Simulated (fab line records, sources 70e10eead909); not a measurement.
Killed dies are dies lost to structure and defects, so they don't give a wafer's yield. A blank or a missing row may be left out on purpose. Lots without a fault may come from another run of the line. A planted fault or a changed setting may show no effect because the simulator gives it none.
Which tool did it? | flow nand_harc | 6 lots, 18 wafers sampled, at 1 step of a route of 1159

WHAT THE GAUGES READ, wafer by wafer
NHARC_A_ONON_D1_THK_MEAS_27: measures by ellipsometry.
lot  | measured     | on            | thk_nm (nm)
L993 | day 8 08:35  | film_metro-01 | 982 981 984
L994 | day 8 22:44  | film_metro-01 | 992 991 992
L103 | day 10 16:37 | film_metro-01 | 995 995 996
L105 | day 11 02:08 | film_metro-01 | 985 987 989
L111 | day 12 18:34 | film_metro-02 | 1000 1000 1000
L114 | day 13 12:54 | film_metro-02 | 999 1001 999

WHICH TOOL RAN EACH LOT (tool, then ch and the chambers of the sampled wafers, then the start)
The record holds no process step before these readings.

THE ANSWER, worked out from the rows above alone
Rule: what is usual is taken from the lots themselves. Put in order of their means at a reading, lots are off if they are a third of the lots or fewer, leave a main group of 4 or more, and stand apart from it by a gap of 3 or more times the standard deviation of the main group's means; of several such gaps the widest counts. A main group whose means are all the same, to the digits that the tables above print for the reading, isn't used. A lot without any number at a reading at which 4 lots or more have one is off too. The other lots that the step has rows for count as sound.
No lot is off at any reading shown: from this, nothing can be told.

WHAT THE SIMULATOR HAD PUT IN
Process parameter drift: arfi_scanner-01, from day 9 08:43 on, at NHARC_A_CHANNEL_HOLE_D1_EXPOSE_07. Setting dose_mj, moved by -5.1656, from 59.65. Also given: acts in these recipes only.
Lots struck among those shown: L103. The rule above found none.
